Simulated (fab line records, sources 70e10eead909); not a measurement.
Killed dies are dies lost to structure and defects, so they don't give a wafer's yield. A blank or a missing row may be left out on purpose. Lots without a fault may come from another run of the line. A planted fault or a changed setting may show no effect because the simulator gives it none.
Which tool did it? | flow nand_harc | 13 lots, 39 wafers sampled, at 6 steps of a route of 1302

WHAT THE GAUGES READ, wafer by wafer
NHARC_A_M0_CD_MEAS_09: target cd 80 nm.
lot  | measured     | on        | cd_nm (nm)
L442 | day 23 07:01 | cd_sem-01 | 81.2 80.3 80.2
L444 | day 24 08:28 | cd_sem-03 | 79.5 80.7 80.3
L445 | day 25 01:12 | cd_sem-01 | 80.3 79.7 79.6
L447 | day 25 23:50 | cd_sem-02 | 80.1 80.1 79.6
L448 | day 26 04:32 | cd_sem-03 | 79.5 79.6 79.8
L449 | day 26 13:16 | cd_sem-01 | 78.9 78.9 80.1
L450 | day 26 20:22 | cd_sem-01 | 80.5 80.7 79.8
L453 | day 27 11:40 | cd_sem-01 | 80.2 80.4 80.3
L455 | day 29 03:50 | cd_sem-02 | 80.2 80.5 80.9
L454 | day 29 19:40 | cd_sem-02 | 79.0 79.6 80.5
L460 | day 30 11:20 | cd_sem-02 | 79.9 80.5 80.3
L462 | day 31 18:09 | cd_sem-01 | 80.1 80.2 79.8
L463 | day 32 09:06 | cd_sem-02 | 80.9 79.9 80.3

NHARC_A_M0_INSPECT_11.
lot  | measured     | on                | raw_defect_count
L442 | day 23 07:08 | defect_inspect-01 | 104 100 105
L444 | day 24 08:36 | defect_inspect-02 | 117 139 115
L445 | day 25 01:19 | defect_inspect-01 | 116 107 115
L447 | day 25 23:57 | defect_inspect-01 | 33 47 37
L448 | day 26 04:40 | defect_inspect-01 | 73 78 87
L449 | day 26 13:23 | defect_inspect-02 | 69 73 83
L450 | day 26 20:29 | defect_inspect-02 | 103 81 74
L453 | day 27 11:47 | defect_inspect-01 | 130 136 142
L455 | day 29 03:58 | defect_inspect-02 | 61 85 66
L454 | day 29 19:47 | defect_inspect-02 | 115 110 94
L460 | day 30 11:28 | defect_inspect-02 | 90 128 128
L462 | day 31 18:16 | defect_inspect-01 | 56 74 54
L463 | day 32 09:14 | defect_inspect-01 | 84 77 54

NHARC_A_M0_INSPECT_27.
lot  | measured     | on                | raw_defect_count
L442 | day 23 09:56 | defect_inspect-01 | 553 527 561
L444 | day 24 11:08 | defect_inspect-02 | 426 459 539
L445 | day 25 03:51 | defect_inspect-01 | 671 493 537
L447 | day 26 02:31 | defect_inspect-02 | 486 421 428
L448 | day 26 07:11 | defect_inspect-01 | 505 505 546
L449 | day 26 15:55 | defect_inspect-01 | 437 583 577
L450 | day 26 23:03 | defect_inspect-01 | 411 395 472
L453 | day 27 14:20 | defect_inspect-02 | 444 379 448
L455 | day 29 06:30 | defect_inspect-02 | 366 357 437
L454 | day 29 22:26 | defect_inspect-02 | 500 791 475
L460 | day 30 14:06 | defect_inspect-01 | 405 405 572
L462 | day 31 20:50 | defect_inspect-02 | 521 443 497
L463 | day 32 11:59 | defect_inspect-01 | 483 632 417

NHARC_A_M1_CD_MEAS_09: target cd 120 nm.
lot  | measured     | on        | cd_nm (nm)
L442 | day 23 11:11 | cd_sem-03 | 120.4 121.5 120.4
L444 | day 24 12:32 | cd_sem-01 | 119.9 119.6 120.3
L445 | day 25 05:14 | cd_sem-01 | 120.9 120.3 120.1
L447 | day 26 04:41 | cd_sem-03 | 120.4 119.3 119.8
L448 | day 26 08:34 | cd_sem-01 | 119.9 119.7 120.6
L449 | day 26 17:21 | cd_sem-03 | 121.4 121.5 120.9
L450 | day 27 00:21 | cd_sem-01 | 119.8 119.6 120.0
L453 | day 27 15:35 | cd_sem-03 | 121.4 121.4 121.5
L455 | day 29 07:54 | cd_sem-02 | 123.1 123.1 123.0 122.9 122.8 123.1
L454 | day 29 23:49 | cd_sem-02 | 119.8 120.8 121.0
L460 | day 30 15:37 | cd_sem-03 | 121.9 122.8 122.3
L462 | day 31 22:06 | cd_sem-01 | 121.0 120.8 120.1
L463 | day 32 13:26 | cd_sem-02 | 121.6 120.9 120.3

NHARC_END_SORT_01.
lot  | measured     | on        | defect_limited_yield (%) | killed_at_array | killed_at_other | killed_at_periphery | killed_dies | killed_open | killed_short
L455 | day 31 05:13 | prober-01 | 94.1 90.5 92.8           | 36 59 43        | 3 4 3           | 1 1 3               | 40 64 49    | 0 0 4       | 1 3 3
L460 | day 32 03:32 | prober-01 | 90.8 87.1 86.3           | 56 81 87        | 3 2 0           | 3 4 6               | 62 87 93    | 2 6 2       | 0 4 6

WHICH TOOL RAN EACH LOT (tool, then ch and the chambers of the sampled wafers, then the start)
lot  | NHARC_A_M1_EXPOSE_06
L442 | arfi_scanner-03 ch 0, day 23 11:03
L444 | arfi_scanner-02 ch 0, day 24 12:24
L445 | arfi_scanner-02 ch 0, day 25 05:05
L447 | arfi_scanner-01 ch 0, day 26 04:33
L448 | arfi_scanner-03 ch 0, day 26 08:25
L449 | arfi_scanner-03 ch 0, day 26 17:13
L450 | arfi_scanner-03 ch 0, day 27 00:13
L453 | arfi_scanner-03 ch 0, day 27 15:27
L455 | arfi_scanner-03 ch 0, day 29 07:46
L454 | arfi_scanner-02 ch 0, day 29 23:40
L460 | arfi_scanner-03 ch 0, day 30 15:29
L462 | arfi_scanner-01 ch 0, day 31 21:58
L463 | arfi_scanner-01 ch 0, day 32 13:17
- NHARC_A_M1_EXPOSE_06: exposes mask A M1, target cd 120 nm.

WHAT THE TOOLS THEMSELVES READ (means of the sampled wafers that have a number; where no wafer has one, the mark that the record gives instead)
NHARC_A_M1_EXPOSE_06.
lot  | tool            | exposure_dose_mJ_cm2
L442 | arfi_scanner-03 | 75.25
L444 | arfi_scanner-02 | 75.17
L445 | arfi_scanner-02 | 75.14
L447 | arfi_scanner-01 | 75.16
L448 | arfi_scanner-03 | 75.11
L449 | arfi_scanner-03 | 75.04
L450 | arfi_scanner-03 | 75.13
L453 | arfi_scanner-03 | 75.29
L455 | arfi_scanner-03 | 78.24
L454 | arfi_scanner-02 | 75.13
L460 | arfi_scanner-03 | 77.66
L462 | arfi_scanner-01 | 75.15
L463 | arfi_scanner-01 | 75.20

THE ANSWER, worked out from the rows above alone
Rule: what is usual is taken from the lots themselves. Put in order of their means at a reading, lots are off if they are a third of the lots or fewer, leave a main group of 4 or more, and stand apart from it by a gap of 3 or more times the standard deviation of the main group's means; of several such gaps the widest counts. A main group whose means are all the same, to the digits that the tables above print for the reading, isn't used. A lot without any number at a reading at which 4 lots or more have one is off too. The other lots that the step has rows for count as sound. The gauges are gone through in route order, then the tools' own readings, and for those a lot's mean is taken as printed above. The first step at which some lot is off is used, and at that step the reading that is off furthest; a lot without a number counts as furthest.
Off: L455, L460, at NHARC_A_M1_EXPOSE_06 (exposure_dose_mJ_cm2). The main group: mean 75.16, standard deviation 0.065.
A tool fits if, at that step or a process step before it, it ran every lot that is off, and no sound lot after the first of them. One fits: arfi_scanner-03 at NHARC_A_M1_EXPOSE_06. Its last sound lot is L453 (day 27 15:27), its first lot that is off L455 (day 29 07:46): a fault that began between those two fits.
The tool's own readings at NHARC_A_M1_EXPOSE_06 bear it out: on the lots that are off they differ by more than 5 times the standard deviation of the sound lots' means. exposure_dose_mJ_cm2 reads 77.95 there against 75.16 on the sound lots.

WHAT THE SIMULATOR HAD PUT IN
Process parameter drift: arfi_scanner-03, from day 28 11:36 on, at NHARC_A_M1_EXPOSE_06. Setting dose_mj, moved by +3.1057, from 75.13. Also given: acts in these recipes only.
Lots struck among those shown: L455, L460. The rule above found the same.
